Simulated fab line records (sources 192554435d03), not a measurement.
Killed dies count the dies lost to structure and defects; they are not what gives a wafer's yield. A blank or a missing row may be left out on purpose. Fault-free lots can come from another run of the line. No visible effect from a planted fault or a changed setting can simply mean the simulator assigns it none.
A struck lot beside a sound one :: flow n5_finfet :: 39 steps out of a route of 1938
Sound: the wafers L109.3, L109.5, L109.6. Wafers struck: L105.1, L105.4, L105.6. Last of all comes the cause.
Order at every step that has rows: each side's tool, ch and its chambers, its first start. Under that, the readings that differ: sound wafers :: struck wafers :: difference of the means :: sigmas: that difference in standard deviations of wafers without a fault.
alike: words and numbers the same on both sides, and readings whose means are apart by under 2 such deviations; not compared: readings that were withheld, readings missing a value for some wafer, numbers with overlapping values and no deviation given by the record, and bounds like >300 which may hide the same value.
The two part at a step that has a row with sigmas, a row that says differs or no value, or rows on one side only. When numbers do not overlap yet have no deviation, they are printed without sigmas and do not part them. A reading missing from all wafers of one side parts the sides only when that side holds two or more wafers.

first, 9 steps without rows for these wafers: N5_BEOL_M4_ANNEAL_95 (time 240 s); N5_BEOL_M4_SPUTTER_96 (material Cu, target thk 4.5 nm, time 8.29 s); N5_BEOL_M4_ECD_50 (material Cu, target thk 300 nm); N5_BEOL_M4_ANNEAL_51 (time 90 s); N5_BEOL_M4_CMP_52 (polishes, stops on SiOC, t overpolish 6.8 s, target thk 40 nm); N5_BEOL_M4_PRE_CLEAN_60 (time 15 s); N5_BEOL_M4_CO_CAP_55 (material Co, precursor CCTBA/H2, target thk 2 nm, time 102.1 s); N5_BEOL_M4_PRE_CLEAN_56 (time 15 s); N5_BEOL_M4_DEP_57 (deposits SiCN from 3MS/NH3, target thk 8 nm, time 14 s).
N5_BEOL_M4_RC_MEAS_101:
  sound on prober-02 ch 0, day 12 09:44; struck on prober-02 ch 0, day 11 12:01
  alike: DIBL_N, DIBL_P, IOFF_N, IOFF_P, ION_N, ION_P, SS_N, SS_P, VT_N, VT_P
then, 24 steps without rows for these wafers: N5_BEOL_M5_ILD_DEP_00 (deposits SiCOH lowk from DEMS/porogen, target thk 140.64 nm, time 25.9 s); N5_BEOL_M5_CURE_79 (cures SiCOH lowk, time 240 s); N5_BEOL_M5_PECVD_70 (deposits SiO2 from TEOS/O2, target thk 16 nm, time 18 s); N5_BEOL_M5_HM_DEP_02 (deposits TiN, target thk 20 nm); N5_BEOL_M5_COAT_59 (time 60 s, resist thk 60 nm); N5_BEOL_M5_COAT_60 (time 60 s, resist thk 12 nm); N5_BEOL_M5_COAT_71 (time 60 s, resist thk 5 nm); N5_BEOL_M5_COAT_05 (resist thk 30 nm); N5_BEOL_M5_EBR_07; N5_BEOL_M5_SOFTBAKE_06 (time 60 s); N5_BEOL_M5_EXPOSE_08 (exposes mask M5, target cd 28 nm); N5_BEOL_M5_PEB_09 (peb time 60 s); N5_BEOL_M5_DEVELOP_10 (develop time 30 s); N5_BEOL_M5_DESCUM_16 (chemistry O2, time 7 s); N5_BEOL_M5_ETCH_72 (etches underlayer in N2/H2, target depth 6.5 nm, time 5.2 s); N5_BEOL_M5_ETCH_61 (etches SiARC in CF4, target depth 15.6 nm, time 26 s); N5_BEOL_M5_ETCH_62 (etches SOC in N2/H2, target depth 75 nm, overetch 15 nm, time 112.5 s); N5_BEOL_M5_STRIP_63 (strips in N2/H2); N5_BEOL_M5_STRIP_73 (strips in N2/H2); N5_BEOL_M5_STRIP_64 (strips in CF4); N5_BEOL_M5_HM_OPEN_17 (chemistry Cl2/BCl3, target TiN, target depth 20 nm, overetch 6 nm); N5_BEOL_M5_STRIP_19 (strips in O2); N5_BEOL_M5_COAT_65 (time 60 s, resist thk 60 nm); N5_BEOL_M5_COAT_66 (time 60 s, resist thk 12 nm).
-- record jumps: 4 days separate the struck wafers' starts on either side; left off in module BEOL_M5, taken up again in module BEOL_M14, whose first shown step is the route's number 1764 --
N5_BEOL_M14_SPUTTER_45: material Cu, target thk 100 nm, time 16.67 s.
  sound: pvd_sputter-01 at day 15 19:37; struck: pvd_sputter-01 at day 15 05:04
  no value came back on the struck wafers for bias_v (V), cathode_dc_power_W (W), throttle_valve_pct (%); on the sound wafers bias_v (V) reads 59.4 59.6 59.6
N5_BEOL_M14_CMP_49: polishes, stops on SiO2, t overpolish 5.2 s, target thk 560 nm.
  sound on cmp-02 ch 0,1, day 15 20:34; struck on cmp-02 ch 0,1,2, day 15 05:44
reading: time_to_endpoint_s (s)
sound: 125 128 129
struck: 2 4 7
difference: -123
sigmas: -24
  alike: clearing_platen_down_force_psi, clearing_platen_rpm, motor_current_A, slurry_flow_ml_min
N5_BEOL_M14_THK_MEAS_50: measures by xrf.
  sound: film_metro-01 at day 15 20:52; struck: film_metro-01 at day 15 05:58
reading: M14_THK (nm)
sound: 564 553 566
struck: - - -
difference: no value on the struck wafers
sigmas: 
N5_BEOL_M14_RS_MEAS_54: the measuring method here is four-point-probe.
  sound: film_metro-01 at day 15 20:59; struck: film_metro-01 at day 15 06:05
reading: M14_RS (ohm/sq)
sound: 0.0334 0.0340 0.0333
struck: 32.605 32.225 32.706
difference: +32.478
sigmas: +99 or more
N5_PASSIVATION_PROBE_49:
  rows exist in the record for the struck wafers here (prober-01, day 16 07:57), but not for the sound ones

WHERE THEY PART
First at N5_BEOL_M14_SPUTTER_45; last, within this record, at N5_PASSIVATION_PROBE_49.

WHY: what the simulator had put in
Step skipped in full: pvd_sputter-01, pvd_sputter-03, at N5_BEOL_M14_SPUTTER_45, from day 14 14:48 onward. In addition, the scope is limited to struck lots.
